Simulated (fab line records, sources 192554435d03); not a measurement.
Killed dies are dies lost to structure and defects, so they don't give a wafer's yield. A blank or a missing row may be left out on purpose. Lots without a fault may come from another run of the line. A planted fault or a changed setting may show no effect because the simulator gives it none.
A struck lot beside a sound one | flow n5_finfet | 17 steps out of a route of 1938
Sound: wafers L619.1, L619.4, L619.6. Struck: wafer L620.2. (L620.3, L620.5 of the same lot were not struck and are left out.) The cause comes at the end.
At each step with rows: each side's tool, then ch and its chambers, then its first start. Under that, the readings that differ: sound wafers | struck wafers | difference of the means | sigmas: that difference in standard deviations of wafers without a fault.
alike: readings whose means differ by less than 2 such deviations, and words and numbers that are the same on both sides. not compared: withheld readings, readings that some wafer has no value for, bounds like >300 that may hide the same value, and numbers for which the record gives no deviation and whose values overlap.
The two part at a step that has a row with sigmas, a row that says differs or no value, or rows on one side only. Numbers that don't overlap but have no deviation are shown without sigmas and don't part them. A reading that every wafer of one side lacks parts them only if that side has two wafers or more.

N5_FIN_SAQP_THK_MEAS_05:
  sound on film_metro-01, day 3 02:48; struck on film_metro-02, day 3 09:21
  alike: thk_nm
N5_FIN_SAQP_PECVD_47: deposits a-Si from SiH4/He, target thk 45 nm, time 36.3 s.
  sound on pecvd-01 ch 0,1,2, day 3 02:50; struck on pecvd-03 ch 0, day 3 09:23
  alike: heater_power_w, showerhead_plenum_p_Torr, throttle_valve_pct
N5_FIN_SAQP_PECVD_48: deposits SiNx from SiH4/NH3/N2, target thk 25 nm, time 22.1 s.
  sound on pecvd-01 ch 0,1,2, day 3 02:53; struck on pecvd-03 ch 0, day 3 09:26
  alike: heater_power_w, showerhead_plenum_p_Torr, throttle_valve_pct
N5_FIN_SAQP_PECVD_06: deposits a-Si from SiH4/He, target thk 60 nm, time 48.1 s.
  sound on pecvd-01 ch 0,1,2, day 3 02:55; struck on pecvd-03 ch 0, day 3 09:28
  alike: heater_power_w, showerhead_plenum_p_Torr, throttle_valve_pct
N5_FIN_SAQP_THK_MEAS_07:
  sound on film_metro-02, day 3 03:01; struck on film_metro-01, day 3 09:34
  alike: thk_nm
N5_FIN_SAQP_HM_DEP_72: deposits SiO2 from SiH4/N2O, target thk 12 nm, time 7.2 s.
  sound on pecvd-01 ch 0,1,2, day 3 03:02; struck on pecvd-04 ch 2, day 3 09:36
  alike: heater_power_w, showerhead_plenum_p_Torr
then, 6 steps without rows for these wafers: N5_FIN_SAQP_COAT_49 (time 60 s, resist thk 100 nm); N5_FIN_SAQP_COAT_50 (time 60 s, resist thk 35 nm); N5_FIN_SAQP_COAT_10 (resist thk 90 nm); N5_FIN_SAQP_EBR_12; N5_FIN_SAQP_SOFTBAKE_11 (time 60 s); N5_FIN_SAQP_EXPOSE_13 (exposes mask FIN CORE, target cd 35.6 nm).
N5_FIN_SAQP_PEB_14: peb time 60 s.
  sound on litho_track-02 ch 0, day 3 03:25; struck on litho_track-02 ch 0, day 3 09:59
then, 1 step without rows for these wafers: N5_FIN_SAQP_DEVELOP_15 (develop time 30 s).
N5_FIN_SAQP_CD_MEAS_16: target cd 35.6 nm.
  sound on cd_sem-03 ch 0, day 3 03:29; struck on cd_sem-02 ch 0, day 3 10:03
  reading    | sound             | struck | difference | sigmas
  cd_nm (nm) | 35.98 35.41 35.98 | 34.22  | -1.57      | -6
N5_FIN_SAQP_OVL_MEAS_17:
  sound on overlay-01 ch 0, day 3 03:32; struck on overlay-01 ch 0, day 3 10:05
  alike: FIN_CORE_OVL
-- the record jumps here: 6 days lie between the struck wafers' starts before and after (it left off in module FIN_SAQP and takes up again in module BEOL_M4, whose first step shown is number 1111 of the route) --
N5_BEOL_M4_RC_MEAS_101:
  sound on prober-02 ch 0, day 9 03:15; struck on prober-01 ch 0, day 9 08:25
  reading        | sound             | struck | difference | sigmas
  DIBL_P (mV/V)  | 35.7 36.5 35.5    | 40.2   | +4.3       | +3
  IOFF_N (nA/um) | 0.144 0.157 0.136 | 0.188  | +0.042     | +2
  IOFF_P (nA/um) | 0.187 0.204 0.185 | 0.252  | +0.060     | +2
  SS_P (mV/dec)  | 72.8 73.7 72.9    | 75.0   | +1.9       | +3
  VT_N (mV)      | 251.3 250.5 252.7 | 246.2  | -5.3       | -2
  alike: DIBL_N, ION_N, ION_P, SS_N, VT_P

WHERE THEY PART
First at N5_FIN_SAQP_CD_MEAS_16; last, within this record, at N5_BEOL_M4_RC_MEAS_101.

WHY: what the simulator had put in
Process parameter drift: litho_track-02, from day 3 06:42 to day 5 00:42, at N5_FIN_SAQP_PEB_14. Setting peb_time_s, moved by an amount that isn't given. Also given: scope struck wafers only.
